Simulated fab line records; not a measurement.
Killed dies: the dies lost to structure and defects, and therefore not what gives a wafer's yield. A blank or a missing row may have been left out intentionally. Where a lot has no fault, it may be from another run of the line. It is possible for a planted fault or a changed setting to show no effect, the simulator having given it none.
Chamber matching    flow nand harc    NHARC_A_BLC_ETCH_16 on rie diel-03 has 4 sister chambers
The step etches the open film in CF4, target depth 39 nm, time 65 s. 20 wafers are shown with their chamber, then 10 later ones without.

== WAFERS PAIRED WITH THEIR CHAMBERS ==
wafer   chamber  drypump motor current A (A)  showerhead plenum p Torr (Torr)  oes product au (a.u.)
L196.2  0        5.9                          1.84                             1.023
L196.4  3        5.4                          1.83                             1.000
L196.5  1        5.0                          1.72                             0.999
L198.1  3        5.4                          1.83                             0.994
L198.2  0        5.9                          1.84                             1.010
L198.3  2        5.2                          1.87                             0.965
L200.2  0        5.9                          1.84                             1.026
L200.4  2        5.2                          1.87                             0.981
L200.6  3        5.4                          1.83                             1.008
L199.1  0        5.9                          1.84                             1.013
L199.4  2        5.2                          1.87                             0.965
L199.5  1        5.0                          1.72                             0.994
L201.1  2        5.2                          1.87                             0.993
L201.2  1        5.0                          1.72                             1.000
L201.4  0        5.9                          1.83                             1.019
L204.4  3        5.4                          1.82                             1.011
L204.5  1        5.0                          1.72                             0.996
L204.6  0        5.9                          1.83                             1.029
L205.3  1        5.0                          1.72                             1.012
L205.5  0        6.0                          1.83                             1.013

SIGNATURES, as means of the wafers listed above
reading                   chamber 0  chamber 1  chamber 2  chamber 3  scatter within a chamber
drypump motor current A   5.914      5.000      5.200      5.400      0.0231
showerhead plenum p Torr  1.8357     1.7200     1.8700     1.8275     0.00392
oes product au            1.01900    1.00020    0.97600    1.00325    0.00884
Rule: for a wafer and a chamber, the distance is found by dividing, reading by reading, the gap between the wafer's reading and the chamber's mean by the reading's scatter, squaring, summing and taking the root. If the next closest chamber is less than 2 further off than the closest, the wafer can't be placed; otherwise it belongs to the closest. How the scatter is found: for the shown wafers, subtract from each reading the mean of its chamber, square and add these, divide the total by (wafers less chambers), then take the root.

== WAFERS WHOSE CHAMBER IS MISSING ==
wafer   drypump motor current A (A)  showerhead plenum p Torr (Torr)  oes product au (a.u.)
L205.6  5.4                          1.82                             1.001
L211.2  5.1                          1.86                             0.971
L211.3  5.9                          1.83                             0.988
L211.4  5.4                          1.82                             0.986
L213.2  5.9                          1.83                             1.013
L213.4  5.4                          1.82                             1.001
L213.5  5.0                          1.72                             0.988
L214.1  5.0                          1.72                             0.992
L214.2  5.5                          1.82                             1.002
L214.4  5.2                          1.86                             0.981

== WHICH CHAMBER EACH ONE RAN IN ==
wafer   from the rows above  in truth
L205.6  3                    3
L211.2  2                    2
L211.3  0                    0
L211.4  3                    3
L213.2  0                    0
L213.4  3                    3
L213.5  1                    1
L214.1  1                    1
L214.2  3                    3
L214.4  2                    2
Correct placement for 10 of the 10. Not placeable from these rows: 0. Wrongly placed: 0.
